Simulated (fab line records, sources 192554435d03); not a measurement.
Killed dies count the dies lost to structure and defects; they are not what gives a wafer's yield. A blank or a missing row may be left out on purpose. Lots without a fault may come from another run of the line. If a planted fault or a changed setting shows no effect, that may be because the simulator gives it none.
Which tool is to blame? -- flow n5-finfet -- 24 lots, 72 wafers sampled, at 5 steps of a route of 1938

== WHAT THE GAUGES SHOWED, per wafer ==
N5_BEOL_M3_CD_MEAS_28: target cd 25.7 nm, target cd y 23.3 nm.
lot,measured,on,cd-nm (nm)
L075,day 7 00:46,cd-sem-02,26.23 25.69 26.04
L074,day 7 10:23,cd-sem-03,25.91 26.17 25.54
L076,day 7 16:32,cd-sem-02,25.54 26.30 25.71
L077,day 7 17:32,cd-sem-01,25.86 25.94 25.85
L078,day 8 02:20,cd-sem-02,25.42 25.60 25.69
L079,day 8 10:41,cd-sem-03,26.00 26.24 26.06
L080,day 8 10:52,cd-sem-01,26.04 25.17 25.25
L081,day 8 18:28,cd-sem-01,25.47 25.51 25.35
L082,day 9 04:44,cd-sem-01,25.85 25.68 25.84
L083,day 9 10:27,cd-sem-01,25.36 25.93 25.40
L084,day 9 19:41,cd-sem-02,26.12 25.65 25.81
L085,day 9 21:16,cd-sem-02,25.58 25.28 25.44
L087,day 12 04:13,cd-sem-01,25.88 25.80 26.22
L088,day 12 09:26,cd-sem-01,25.85 25.56 25.53
L086,day 12 09:40,cd-sem-01,25.87 26.05 25.72
L095,day 12 11:50,cd-sem-01,25.79 26.00 25.83
L096,day 12 12:35,cd-sem-01,25.92 26.14 26.27
L089,day 12 15:13,cd-sem-02,25.65 25.60 25.85
L091,day 12 15:19,cd-sem-01,25.92 25.70 25.57
L093,day 12 16:04,cd-sem-03,25.86 25.51 25.49
L094,day 12 17:59,cd-sem-03,25.56 25.77 25.43
L090,day 12 18:17,cd-sem-01,25.85 26.36 26.00
L092,day 12 18:41,cd-sem-02,25.96 26.03 25.71
L097,day 12 21:16,cd-sem-01,25.61 25.85 25.81

N5_BEOL_M3_INSPECT_30: inspects for defects (brightfield).
lot,measured,on,raw-defect-count
L075,day 7 00:51,defect-inspect-01,449 384 376
L074,day 7 10:29,defect-inspect-01,479 441 505
L076,day 7 16:37,defect-inspect-01,417 330 451
L077,day 7 17:37,defect-inspect-02,634 561 400
L078,day 8 02:26,defect-inspect-01,377 426 276
L079,day 8 10:46,defect-inspect-01,341 236 371
L080,day 8 10:57,defect-inspect-02,534 544 470
L081,day 8 18:33,defect-inspect-02,442 493 515
L082,day 9 04:49,defect-inspect-02,472 640 515
L083,day 9 10:32,defect-inspect-02,284 258 360
L084,day 9 19:46,defect-inspect-02,300 254 306
L085,day 9 21:21,defect-inspect-01,258 251 299
L087,day 12 04:18,defect-inspect-02,461 348 529
L088,day 12 09:31,defect-inspect-02,413 540 623
L086,day 12 09:45,defect-inspect-01,315 355 315
L095,day 12 11:56,defect-inspect-02,399 321 401
L096,day 12 12:40,defect-inspect-01,416 389 410
L089,day 12 15:18,defect-inspect-01,474 326 345
L091,day 12 15:24,defect-inspect-01,342 357 267
L093,day 12 16:09,defect-inspect-01,365 353 465
L094,day 12 18:04,defect-inspect-01,379 401 490
L090,day 12 18:23,defect-inspect-02,445 420 393
L092,day 12 18:47,defect-inspect-01,633 554 452
L097,day 12 21:21,defect-inspect-01,442 504 604

N5_BEOL_M3_CD_MEAS_35: target cd 18 nm, target cd y 21 nm.
lot,measured,on,cd-nm (nm)
L075,day 7 08:08,cd-sem-02,18.1 18.3 18.8
L074,day 7 12:13,cd-sem-01,18.6 18.6 18.1
L076,day 7 23:20,cd-sem-03,19.0 18.8 18.1
L077,day 8 04:17,cd-sem-03,18.9 18.6 18.4
L078,day 8 09:42,cd-sem-01,18.2 17.6 17.9
L079,day 8 13:32,cd-sem-01,18.0 18.1 18.1
L080,day 8 16:17,cd-sem-03,18.2 18.8 18.7
L081,day 8 19:47,cd-sem-01,18.6 18.1 17.9
L082,day 9 08:56,cd-sem-02,17.5 18.2 18.2
L083,day 9 11:36,cd-sem-01,18.2 17.8 18.2
L084,day 9 20:40,cd-sem-03,17.9 18.5 17.9
L085,day 9 23:19,cd-sem-03,18.7 18.0 18.7
L087,day 12 05:20,cd-sem-02,18.1 17.7 17.7
L088,day 12 13:53,cd-sem-01,18.1 18.4 17.9
L086,day 12 13:55,cd-sem-01,18.0 18.0 18.4
L095,day 12 19:55,cd-sem-03,17.7 18.5 18.2
L096,day 12 20:05,cd-sem-01,17.3 17.3 17.9
L089,day 12 18:16,cd-sem-02,17.2 17.6 17.6
L091,day 12 19:51,cd-sem-01,18.1 18.1 18.5
L093,day 12 22:53,cd-sem-03,18.0 18.6 18.3
L094,day 13 00:16,cd-sem-01,17.9 17.5 17.9
L090,day 13 00:13,cd-sem-02,18.4 18.1 18.2
L092,day 13 00:39,cd-sem-01,17.8 18.3 18.0
L097,day 13 05:51,cd-sem-03,18.0 17.9 17.9

== TOOL THAT RAN EACH LOT (tool first, then ch and the chambers of the sampled wafers, then the start) ==
lot,N5_BEOL_M3_HM_OPEN_17,N5_BEOL_M3_STRIP_19
L075,"rie-metal-02 ch 1, day 7 00:12","rie-diel-03 ch 0,1, day 7 00:22"
L074,"rie-metal-01 ch 1, day 7 09:43","rie-diel-04 ch 1,2,3, day 7 10:00"
L076,"rie-metal-02 ch 0,1, day 7 15:47","rie-diel-03 ch 0,2, day 7 16:01"
L077,"rie-metal-03 ch 0,1, day 7 16:47","rie-diel-03 ch 2,3, day 7 17:08"
L078,"rie-metal-02 ch 0,1, day 8 01:43","rie-diel-04 ch 0,3, day 8 01:50"
L079,"rie-metal-03 ch 0,1, day 8 10:08","rie-diel-02 ch 1,2,3, day 8 10:17"
L080,"rie-metal-03 ch 0,1, day 8 10:22","rie-diel-04 ch 0,1,3, day 8 10:28"
L081,"rie-metal-02 ch 0,1, day 8 17:52","rie-diel-02 ch 2,3, day 8 17:57"
L082,"rie-metal-02 ch 0,1, day 9 04:07","rie-diel-02 ch 0,2, day 9 04:13"
L083,"rie-metal-01 ch 0,1, day 9 09:59","rie-diel-04 ch 1,2,3, day 9 10:04"
L084,"rie-metal-01 ch 0,1, day 9 17:07","rie-diel-03 ch 0,1, day 9 17:14"
L085,"rie-metal-02 ch 0,1, day 9 20:38","rie-diel-02 ch 0,2,3, day 9 20:52"
L087,"rie-metal-01 ch 0,1, day 12 03:43","rie-diel-03 ch 1,2, day 12 03:49"
L088,"rie-metal-01 ch 0,1, day 12 08:56","rie-diel-03 ch 0,1,2, day 12 09:03"
L086,"rie-metal-01 ch 0,1, day 12 09:10","rie-diel-03 ch 2,3, day 12 09:16"
L095,"rie-metal-01 ch 0,1, day 12 11:14","rie-diel-02 ch 0,1, day 12 11:19"
L096,"rie-metal-02 ch 0,1, day 12 12:05","rie-diel-04 ch 0,1,2, day 12 12:11"
L089,"rie-metal-01 ch 0,1, day 12 14:37","rie-diel-04 ch 1,3, day 12 14:42"
L091,"rie-metal-02 ch 0,1, day 12 14:50","rie-diel-02 ch 0,1,2, day 12 14:55"
L093,"rie-metal-02 ch 0,1, day 12 15:25","rie-diel-02 ch 0,3, day 12 15:33"
L094,"rie-metal-01 ch 1, day 12 17:28","rie-diel-02 ch 2,3, day 12 17:36"
L090,"rie-metal-03 ch 0,1, day 12 17:40","rie-diel-03 ch 1,2,3, day 12 17:47"
L092,"rie-metal-02 ch 0, day 12 18:04","rie-diel-03 ch 1,2,3, day 12 18:11"
L097,"rie-metal-03 ch 0,1, day 12 20:40","rie-diel-03 ch 2,3, day 12 20:45"
- N5_BEOL_M3_HM_OPEN_17: chemistry Cl2/BCl3, target TiN, target depth 20 nm, overetch 6 nm.
- N5_BEOL_M3_STRIP_19: strips in O2.

== AS READ BY THE TOOLS THEMSELVES (means over the sampled wafers that have a number; for cases with no such wafer, the mark the record gives instead) ==
N5_BEOL_M3_HM_OPEN_17.
lot,tool,bias-w (W),drypump-motor-current-A (A),mfc-ar-sccm (sccm),oes-product-au (a.u.),throttle-valve-pct (%)
L075,rie-metal-02,126.2,5.3,24.92,0.72,22.37
L074,rie-metal-01,125.3,6.2,25.03,0.68,22.07
L076,rie-metal-02,126.1,5.6,24.97,0.74,22.29
L077,rie-metal-03,126.0,5.9,24.93,0.69,22.10
L078,rie-metal-02,126.2,5.9,25.01,0.76,22.20
L079,rie-metal-03,125.8,6.0,25.02,0.66,22.02
L080,rie-metal-03,126.3,6.0,25.01,0.66,22.02
L081,rie-metal-02,125.7,5.9,25.12,0.75,22.21
L082,rie-metal-02,126.4,5.6,24.96,0.73,22.30
L083,rie-metal-01,125.8,6.0,25.02,0.71,22.06
L084,rie-metal-01,125.9,6.0,25.00,0.71,22.06
L085,rie-metal-02,125.7,5.6,24.99,0.72,22.29
L087,rie-metal-01,126.0,6.0,25.00,0.68,22.08
L088,rie-metal-01,126.4,6.0,24.93,0.68,22.08
L086,rie-metal-01,126.1,5.8,24.92,0.71,22.05
L095,rie-metal-01,126.3,6.0,25.06,0.68,22.08
L096,rie-metal-02,125.8,5.9,24.97,0.72,22.22
L089,rie-metal-01,126.1,5.8,24.96,0.71,22.05
L091,rie-metal-02,126.1,5.9,25.00,0.72,22.23
L093,rie-metal-02,126.0,5.9,25.05,0.71,22.23
L094,rie-metal-01,125.7,6.2,25.01,0.65,22.10
L090,rie-metal-03,126.2,6.0,24.99,0.63,22.05
L092,rie-metal-02,125.9,6.2,25.09,0.73,22.14
L097,rie-metal-03,126.0,6.0,24.97,0.66,22.13

N5_BEOL_M3_STRIP_19.
lot,tool,drypump-motor-current-A (A),oes-product-au (a.u.),rf-vpp-V (V),showerhead-plenum-p-Torr (Torr),temp-c (C),throttle-valve-pct (%)
L075,rie-diel-03,5.3,0.68,3.8,2.10,40.00,16.99
L074,rie-diel-04,5.8,0.81,3.8,2.06,40.01,16.63
L076,rie-diel-03,5.6,0.72,3.8,2.03,40.04,16.98
L077,rie-diel-03,5.7,0.68,3.9,2.12,40.02,16.96
L078,rie-diel-04,5.9,0.84,3.7,2.07,39.90,16.60
L079,rie-diel-02,6.1,0.82,3.1,2.16,40.03,16.55
L080,rie-diel-04,5.7,0.81,3.6,2.06,39.95,16.68
L081,rie-diel-02,6.1,0.88,3.4,2.19,39.94,16.53
L082,rie-diel-02,6.3,0.76,3.7,2.11,40.05,16.65
L083,rie-diel-04,5.8,0.80,3.7,2.06,39.89,16.64
L084,rie-diel-03,5.3,0.86,3.8,2.09,40.01,16.71
L085,rie-diel-02,6.1,0.81,3.6,2.16,40.00,16.60
L087,rie-diel-03,5.4,0.90,4.1,2.10,39.96,16.60
L088,rie-diel-03,5.5,0.85,4.0,2.06,39.95,16.75
L086,rie-diel-03,5.7,0.91,3.3,2.11,39.98,16.54
L095,rie-diel-02,6.3,0.69,3.3,2.07,39.93,16.71
L096,rie-diel-04,5.6,0.71,3.8,2.05,40.02,16.76
L089,rie-diel-04,5.6,0.80,3.9,2.03,40.04,16.74
L091,rie-diel-02,6.4,0.74,3.5,2.10,40.00,16.66
L093,rie-diel-02,6.1,0.74,3.8,2.12,39.91,16.68
L094,rie-diel-02,5.8,0.84,3.4,2.20,39.98,16.59
L090,rie-diel-03,5.5,0.90,3.7,2.11,39.90,16.58
L092,rie-diel-03,5.5,0.91,3.6,2.11,39.95,16.57
L097,rie-diel-03,5.7,0.92,3.5,2.09,40.00,16.56

== THE ANSWER, worked out from the rows above alone ==
Rule: the lots themselves supply what counts as usual. The widest of any qualifying gaps counts: lots, ordered by their means at a reading, are off when they make up no more than a third of the lots, leave a main group of 4 or more, and stand apart from it by 3 or more times the standard deviation of that group's means. A main group is skipped when, at the precision printed for the reading in the tables above, its means are all equal. Also off: a lot with no number at a reading for which 4 or more lots have one. Where the step has rows for the other lots, those lots are counted as sound. First the gauges in route order, then the tools' own readings, where a lot's mean is used as printed above. At the first step where some lot is off, the reading lying furthest off is the one used; lots without a number count as furthest.
No lot is off at any reading shown: from this, nothing can be told.

== WHAT THE SIMULATOR PUT IN ==
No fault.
